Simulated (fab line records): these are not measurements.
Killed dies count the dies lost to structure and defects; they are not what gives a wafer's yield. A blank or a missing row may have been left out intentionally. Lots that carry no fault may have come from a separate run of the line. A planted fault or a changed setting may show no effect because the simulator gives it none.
Matching of chambers | flow n5_finfet | N5_BEOL_M0_STRIP_142 on rie_diel-06: 4 sister chambers
The step strips in N2/H2, time 10 s. 8 wafers are shown with their chamber, then 10 later ones without.

## EACH WAFER AND ITS CHAMBER
wafer  | chamber | drypump_motor_current_A (A) | showerhead_plenum_p_Torr (Torr)
L082.2 | 0       | 6.2                         | 2.51
L085.4 | 0       | 6.3                         | 2.51
L085.6 | 3       | 5.9                         | 2.57
L090.1 | 3       | 5.9                         | 2.56
L090.2 | 2       | 5.1                         | 2.68
L090.5 | 1       | 4.8                         | 2.50
L091.2 | 1       | 4.8                         | 2.50
L091.3 | 2       | 5.1                         | 2.68

## WAFERS WHOSE CHAMBER IS MISSING
wafer  | drypump_motor_current_A (A) | showerhead_plenum_p_Torr (Torr)
L091.4 | 5.9                         | 2.56
L092.2 | 5.9                         | 2.56
L092.5 | 4.8                         | 2.49
L092.6 | 5.1                         | 2.67
L095.1 | 4.8                         | 2.49
L095.3 | 5.1                         | 2.67
L095.4 | 5.9                         | 2.56
L097.2 | 5.8                         | 2.55
L097.5 | 5.8                         | 2.55
L097.6 | 5.1                         | 2.67

## WHICH CHAMBER EACH WENT THROUGH
wafer  | from the rows above | in truth
L091.4 | 3                   | 3
L092.2 | 3                   | 3
L092.5 | 1                   | 1
L092.6 | 2                   | 2
L095.1 | 1                   | 1
L095.3 | 2                   | 2
L095.4 | 3                   | 3
L097.2 | 3                   | 3
L097.5 | 3                   | 3
L097.6 | 2                   | 2
10 of 10 placed correctly. Left unplaced by these rows: 0. 0 placed wrongly.
How it was worked out, from the rows above alone: a wafer's distance from a chamber is the root of the sum, over the readings, of the square of ((its reading less the chamber's mean) divided by the reading's scatter). The wafer belongs to the nearest chamber; if the next one is less than 2 further off, it can't be placed. For every chamber, the mean is computed from those of its wafers that are shown. The scatter: take each reading less its chamber's mean, square it, sum over the shown wafers, divide by the number of wafers less the number of chambers, and take the root.
